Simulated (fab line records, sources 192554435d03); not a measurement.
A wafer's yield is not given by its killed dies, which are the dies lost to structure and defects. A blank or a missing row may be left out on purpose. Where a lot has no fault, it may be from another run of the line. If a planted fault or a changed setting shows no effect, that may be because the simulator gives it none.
Matching of chambers    flow n5-finfet    N5_BEOL_M6_CURE_75 on uv-cure-02 has 3 sister chambers
The step cures SiCOH lowk, time 120 s. 6 wafers are shown with their chamber, then 9 later ones without.

== WAFERS, EACH WITH ITS CHAMBER ==
wafer   chamber  wafer_temp_C_max  lamp-power-pct (%)
L083.4  2        372.1             52.34
L083.5  2        371.5             52.24
L085.4  0        372.1             52.33
L085.6  0        372.4             52.31
L088.3  1        372.0             52.37
L088.5  1        372.8             52.28

== WAFERS MISSING THEIR CHAMBER ==
wafer   wafer_temp_C_max  lamp-power-pct (%)
L092.2  372.1             52.30
L092.4  373.2             52.29
L092.6  372.7             52.22
L095.1  371.9             52.38
L095.2  372.6             52.32
L095.4  372.5             52.27
L097.1  372.1             52.27
L097.4  372.3             52.31
L097.5  372.1             52.30

== THE CHAMBER EACH PASSED THROUGH ==
wafer   from the rows above           in truth
L092.2  can't be placed: 0 or 2 or 1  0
L092.4  can't be placed: 1 or 0 or 2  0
L092.6  can't be placed: 1 or 0 or 2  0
L095.1  can't be placed: 0 or 1 or 2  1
L095.2  can't be placed: 1 or 0 or 2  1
L095.4  can't be placed: 1 or 0 or 2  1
L097.1  can't be placed: 2 or 0 or 1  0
L097.4  can't be placed: 0 or 1 or 2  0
L097.5  can't be placed: 0 or 2 or 1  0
Correct placement for 0 of the 9. Cannot be placed on the basis of these rows: 9; the candidates contain the true chamber in 9. 0 placed wrongly.
How it was worked out, from the rows above alone: a wafer's distance from a chamber is the root of the sum, over the readings, of the square of ((its reading less the chamber's mean) divided by the reading's scatter). If the next closest chamber is less than 2 further off than the closest, the wafer can't be placed; otherwise it belongs to the closest. For every chamber, the mean is computed from those of its wafers that are shown. The scatter is the square root of a quotient: the sum, over the shown wafers, of each reading's squared deviation from its chamber's mean, divided by wafers minus chambers.
